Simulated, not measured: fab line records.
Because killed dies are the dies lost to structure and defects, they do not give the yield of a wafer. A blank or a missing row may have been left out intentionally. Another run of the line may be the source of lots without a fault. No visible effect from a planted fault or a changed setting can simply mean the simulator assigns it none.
8D (eight disciplines) problem report, filled in by code	flow n5Finfet	the parts of the form that need people (team, actions taken, sign-off) are left out

== 1. PROBLEM STATEMENT ==
runLengthS at N5_SDB_COAT_04 reads a mean of 78.62 s on 3 wafers of 3 lots; wafers without a fault read 66.29 s with a standard deviation of 0.21. Relative to the usual mean, that is a shift of +59 standard deviations.
The step: time 60 s, resist thk 18 nm.
Seen first at day 5 20:13 on lithoTrack-04, wafer L475.3. The record holds 27 wafers of 10 lots with a number at this step. Rule for "out" (also "out of limits"): further than 4 standard deviations from the usual mean. The other wafers with a number count as sound.

== 2. WHAT THIS IS AND IS NOT ==
question	is	is not
which readings at this step	runLengthS	-
which lots	L475, L477, L478	L468, L471, L473, L474, L486, L488, L490
which wafers of those lots	L475.3, L477.1, L478.3	L475.5, L477.2, L478.2
read on which tools	lithoTrack-04	lithoTrack-02, lithoTrack-05
when	from day 5 20:13	up to then (13 sound wafers); but 11 sound wafers of L477, L478, L486, L488, L490 came after

== 3. SUSPECTS, AND WHAT RULES EACH OUT ==
Counting: any tool at a process step up to the reading remains a suspect provided it ran every lot that is out. Sound lots after the first of them don't rule it out here, since some wafers of a struck lot are sound.
- plasmaAsher-02 at N5_SD_EPI_P_STRIP_40 (strips in N2/H2): kept. It processed each lot that is out (first: L475, day 5 09:08); up to then, its last sound lot is L471 (day 4 09:23).
- lithoTrack-04 at N5_SDB_COAT_04 (time 60 s, resist thk 18 nm): kept. It processed each lot that is out (first: L475, day 5 20:13); up to then, its last sound lot is L474 (day 5 10:25). Out on those wafers are its own readings of runLengthS.
Left after counting: plasmaAsher-02 at N5_SD_EPI_P_STRIP_40, lithoTrack-04 at N5_SDB_COAT_04.

== 4. THE CAUSE (what the simulator had put in) ==
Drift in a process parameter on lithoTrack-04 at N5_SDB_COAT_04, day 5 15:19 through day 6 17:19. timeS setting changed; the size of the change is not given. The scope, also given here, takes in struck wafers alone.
Counting left 2 suspects, and this tool is among them.

== 5. THE EFFECT CHAIN, in route order ==
Each row: a reading whose mean over the struck wafers that have a number lies more than 3 standard deviations from the usual. Only readings whose record carries a usual standard deviation are examined. hours: median over the lots of the time between each lot's start at the first step of this table that gives one and its start at this step. sigmas: the change, counted in usual standard deviations.
hours	step	reading	usual	on struck wafers	change	sigmas
0	N5_SDB_COAT_04	runLengthS	66.29 s	78.62	+12.33	+59
Its process steps:
- N5_SDB_COAT_04: time 60 s, resist thk 18 nm.
Later steps that measure or inspect, where all struck wafers having a row at the step show a number for every such reading and not one has moved that far: N5_BEOL_M4_RC_MEAS_101.

== 6. HOW IT WOULD HAVE BEEN CAUGHT EARLIER ==
5 hours passed between the start of the fault at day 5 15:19 and the first reading out of limits in this record, taken at day 5 20:13.
